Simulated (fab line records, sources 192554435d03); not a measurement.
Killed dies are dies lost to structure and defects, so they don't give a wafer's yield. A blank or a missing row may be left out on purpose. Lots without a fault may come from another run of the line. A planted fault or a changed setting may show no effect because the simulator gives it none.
Chamber matching | flow n5_finfet | N5_BEOL_M8_ETCH_61 on rie_diel-06: 4 sister chambers
The step etches SiARC in CF4, target depth 45.5 nm, time 75.8 s. 24 wafers are shown with their chamber, then 12 later ones without.

WAFERS WITH THEIR CHAMBER
wafer  | chamber | drypump_motor_current_A (A) | showerhead_plenum_p_Torr (Torr) | throttle_valve_pct (%)
L075.1 | 3       | 4.9                         | 2.11                            | 15.84
L075.4 | 0       | 5.8                         | 2.12                            | 15.65
L075.5 | 3       | 5.0                         | 2.11                            | 15.86
L076.2 | 2       | 6.1                         | 2.09                            | 15.50
L076.3 | 1       | 5.3                         | 2.18                            | 15.54
L076.6 | 1       | 5.3                         | 2.18                            | 15.52
L077.3 | 3       | 5.0                         | 2.11                            | 15.84
L077.4 | 2       | 6.1                         | 2.09                            | 15.49
L077.6 | 3       | 5.0                         | 2.11                            | 15.84
L078.1 | 2       | 6.1                         | 2.08                            | 15.53
L078.3 | 3       | 5.0                         | 2.11                            | 15.87
L078.5 | 2       | 6.1                         | 2.08                            | 15.50
L079.1 | 0       | 5.8                         | 2.12                            | 15.69
L079.5 | 3       | 5.0                         | 2.11                            | 15.87
L079.6 | 2       | 6.1                         | 2.08                            | 15.52
L080.1 | 0       | 5.8                         | 2.11                            | 15.70
L080.4 | 3       | 5.0                         | 2.11                            | 15.87
L080.6 | 0       | 5.8                         | 2.12                            | 15.69
L089.3 | 1       | 5.3                         | 2.17                            | 15.58
L089.5 | 2       | 6.0                         | 2.08                            | 15.55
L089.6 | 1       | 5.3                         | 2.17                            | 15.58
L090.2 | 1       | 5.3                         | 2.17                            | 15.60
L090.5 | 2       | 6.1                         | 2.07                            | 15.55
L090.6 | 1       | 5.3                         | 2.17                            | 15.59

SIGNATURES (means of the wafers above)
reading                  | chamber 0 | chamber 1 | chamber 2 | chamber 3 | scatter within a chamber
drypump_motor_current_A  | 5.800     | 5.300     | 6.086     | 4.986     | 0.0293
showerhead_plenum_p_Torr | 2.1175    | 2.1733    | 2.0814    | 2.1100    | 0.00497
throttle_valve_pct       | 15.6825   | 15.5683   | 15.5200   | 15.8557   | 0.0238
Rule: a wafer's distance from a chamber is the root of the sum, over the readings, of the square of ((its reading less the chamber's mean) divided by the reading's scatter). The wafer belongs to the nearest chamber; if the next one is less than 2 further off, it can't be placed. The scatter: the root of (the sum of the squares of (reading less its chamber's mean) over the shown wafers, divided by (wafers less chambers)).

WAFERS WITHOUT THEIR CHAMBER
wafer  | drypump_motor_current_A (A) | showerhead_plenum_p_Torr (Torr) | throttle_valve_pct (%)
L094.1 | 5.3                         | 2.17                            | 15.62
L094.2 | 6.1                         | 2.07                            | 15.59
L094.6 | 5.3                         | 2.17                            | 15.63
L093.3 | 5.3                         | 2.17                            | 15.60
L093.4 | 6.1                         | 2.07                            | 15.60
L093.6 | 5.8                         | 2.10                            | 15.25
L097.1 | 5.0                         | 2.10                            | 15.41
L097.2 | 5.8                         | 2.10                            | 15.27
L097.5 | 5.0                         | 2.10                            | 15.41
L096.2 | 5.3                         | 2.17                            | 15.63
L096.4 | 5.8                         | 2.10                            | 15.27
L096.5 | 5.0                         | 2.10                            | 15.44

WHICH CHAMBER EACH WENT THROUGH
wafer  | from the rows above     | in truth
L094.1 | 1                       | 1
L094.2 | 2                       | 2
L094.6 | 1                       | 1
L093.3 | 1                       | 1
L093.4 | 2                       | 2
L093.6 | 2                       | 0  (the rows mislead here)
L097.1 | can't be placed: 3 or 1 | 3
L097.2 | 2                       | 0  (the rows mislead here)
L097.5 | can't be placed: 3 or 1 | 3
L096.2 | 1                       | 1
L096.4 | 2                       | 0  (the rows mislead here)
L096.5 | can't be placed: 3 or 1 | 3
Placed correctly: 6 of 12. Can't be placed from these rows: 3 (the true chamber is among the candidates in 3). Placed wrongly: 3.
